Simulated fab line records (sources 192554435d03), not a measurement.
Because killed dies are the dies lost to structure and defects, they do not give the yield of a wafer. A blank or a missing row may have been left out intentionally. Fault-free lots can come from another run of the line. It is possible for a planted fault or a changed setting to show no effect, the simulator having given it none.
A struck lot beside a sound one    flow n5_finfet    14 steps out of a route of 1938
Sound: the wafers L709.2, L709.3, L709.4. Wafers struck: L699.4, L699.5, L699.6. The cause comes at the end.
Order at every step that has rows: each side's tool, ch and its chambers, its first start. Under that, the readings that differ: sound wafers    struck wafers    difference of the means    sigmas: that difference in standard deviations of wafers without a fault.
alike: same words and numbers on both sides, and readings whose means sit less than 2 such deviations apart. not compared: any withheld reading, any reading some wafer has no value for, any bound like >300 that may hide the same value, and any number with overlapping values for which the record gives no deviation.
Wherever a step has rows on one side only, a row that says differs or no value, or a row with sigmas, the two part there. Numbers that don't overlap but have no deviation are shown without sigmas and don't part them. A reading missing from all wafers of one side parts the sides only when that side holds two or more wafers.

N5_BEOL_M7_OVL_MEAS_29:
  sound on overlay-01 ch 0, day 15 07:17; struck on overlay-01 ch 0, day 11 16:13
  alike: V6_OVL
N5_BEOL_M7_INSPECT_30: inspects for defects (brightfield).
  sound on defect_inspect-01 at day 15 07:20; struck on defect_inspect-02 at day 11 16:15
  alike: raw_defect_count
then, 1 step without rows for these wafers: N5_BEOL_M7_DESCUM_33 (chemistry O2, time 7 s).
N5_BEOL_M7_ETCH_72: etches underlayer in N2/H2, target depth 6.5 nm, time 5.2 s.
  sound on rie_diel-03 ch 0,1,3, day 15 07:38; struck on rie_diel-03 ch 0,1,3, day 11 16:53
  alike: bias_w, drypump_motor_current_A, etch_rf_on_time_s, oes_product_au, rf_fwd_power_W, rf_vpp_V, showerhead_plenum_p_Torr, throttle_valve_pct
  not compared: rf_hours_counter_h
N5_BEOL_M7_ETCH_65: etches SiARC in CF4, target depth 15.6 nm, time 26 s.
  sound on rie_diel-03 ch 0,1,3, day 15 07:39; struck on rie_diel-03 ch 0,1,3, day 11 16:54
  alike: bias_w, drypump_motor_current_A, etch_rf_on_time_s, oes_product_au, rf_fwd_power_W, rf_vpp_V, showerhead_plenum_p_Torr, throttle_valve_pct
  not compared: rf_hours_counter_h
N5_BEOL_M7_ETCH_66: etches SOC in N2/H2, target depth 80 nm, overetch 16 nm, time 120 s.
  sound on rie_diel-03 ch 0,1,3, day 15 07:40; struck on rie_diel-03 ch 0,1,3, day 11 16:55
  alike: bias_w, drypump_motor_current_A, oes_product_au, rf_fwd_power_W, rf_vpp_V, showerhead_plenum_p_Torr, throttle_valve_pct
  not compared: rf_hours_counter_h
then, 4 steps without rows for these wafers: N5_BEOL_M7_STRIP_69 (strips in N2/H2); N5_BEOL_M7_STRIP_73 (strips in N2/H2); N5_BEOL_M7_VIA_ETCH_34 (etches SiCOH lowk in C4F6/O2, target depth 125.5 nm, time 50.5 s); N5_BEOL_M7_STRIP_76 (strips in C4F6/O2).
N5_BEOL_M7_STRIP_36: strips in N2/H2.
  sound on rie_diel-03 ch 0,1,3, day 15 07:50; struck on rie_diel-03 ch 0,1,3, day 11 17:05
  alike: drypump_motor_current_A, oes_product_au, rf_vpp_V, showerhead_plenum_p_Torr, throttle_valve_pct
  not compared: rf_hours_counter_h
N5_BEOL_M7_TRENCH_ETCH_37: etches SiCOH lowk in C4F6/O2, target depth 93.478 nm, time 31.2 s.
  sound on rie_diel-03 ch 0,1,3; struck on rie_diel-03 ch 0,1,3
  alike: bias_w, drypump_motor_current_A, oes_product_au, rf_fwd_power_W, rf_vpp_V, showerhead_plenum_p_Torr, throttle_valve_pct
  not compared: rf_hours_counter_h
N5_BEOL_M7_ETCH_41: etches SiCN in CH3F/O2, target depth 31.9 nm, time 57.8 s.
  sound on rie_diel-03 ch 0,1,3, day 15 07:54; struck on rie_diel-03 ch 0,1,3, day 11 17:09
reading                   sound              struck             difference  sigmas
bias_w (W)                74.83 74.98 75.03  61.24 61.53 61.36  -13.57      -65
rf_vpp_V (V)              298.7 299.1 301.3  262.3 262.8 261.1  -37.6       -27
model.etch.depth_nm (nm)  21.75 22.36 21.87  20.33 20.84 20.53  -1.43       
  alike: drypump_motor_current_A, oes_product_au, rf_fwd_power_W, showerhead_plenum_p_Torr, throttle_valve_pct
  not compared: rf_hours_counter_h
then, 1 step without rows for these wafers: N5_BEOL_M7_STRIP_80 (strips in N2/H2, time 10 s).

== WHERE THEY PART ==
At N5_BEOL_M7_ETCH_41 and nowhere else, as far as this record goes.

WHY: what had been put in by the simulator
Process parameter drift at N5_BEOL_M7_ETCH_41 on rie_diel-03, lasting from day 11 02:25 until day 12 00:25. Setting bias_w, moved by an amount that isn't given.
